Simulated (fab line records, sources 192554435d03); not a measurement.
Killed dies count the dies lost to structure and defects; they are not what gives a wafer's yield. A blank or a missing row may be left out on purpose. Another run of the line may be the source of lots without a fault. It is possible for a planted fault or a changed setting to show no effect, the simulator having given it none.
Chamber matching | flow n5-finfet | 3 sister chambers for N5_BEOL_M4_ILD_DEP_00 on pecvd-02
The step deposits SiOC from DEMS/O2, target thk 79 nm, time 15.3 s. 3 wafers are shown with their chamber, then 10 later ones without.

## WAFERS WITH THEIR CHAMBER
wafer  | chamber | showerhead-vpp-V (V)
L084.4 | 1       | 1367
L084.5 | 0       | 1311
L087.5 | 2       | 1456

## WAFERS MISSING THEIR CHAMBER
wafer  | showerhead-vpp-V (V)
L087.6 | 1308
L096.1 | 1463
L096.3 | 1466
L096.5 | 1327
L095.3 | 1452
L095.5 | 1452
L095.6 | 1331
L097.2 | 1332
L097.4 | 1292
L097.6 | 1346

## THE CHAMBER EACH PASSED THROUGH
wafer  | from the rows above     | in truth
L087.6 | 0                       | 0
L096.1 | 2                       | 2
L096.3 | 2                       | 2
L096.5 | can't be placed: 0 or 1 | 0
L095.3 | 2                       | 2
L095.5 | 2                       | 2
L095.6 | can't be placed: 0 or 1 | 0
L097.2 | can't be placed: 0 or 1 | 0
L097.4 | 0                       | 0
L097.6 | can't be placed: 1 or 0 | 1
6 of 10 placed correctly. These rows do not allow placing 4 (true chamber among the candidates in 4). Wrongly placed: 0.
How it was worked out, from the rows above alone: a wafer's distance from a chamber is the root of the sum, over the readings, of the square of ((its reading less the chamber's mean) divided by the reading's scatter). The wafer belongs to the nearest chamber; if the next one is less than 2 further off, it can't be placed. The mean given for a chamber averages the wafers shown for that chamber. The scatter: root of mean squared gap, hidden wafer to nearest shown wafer, with one shown wafer a chamber.
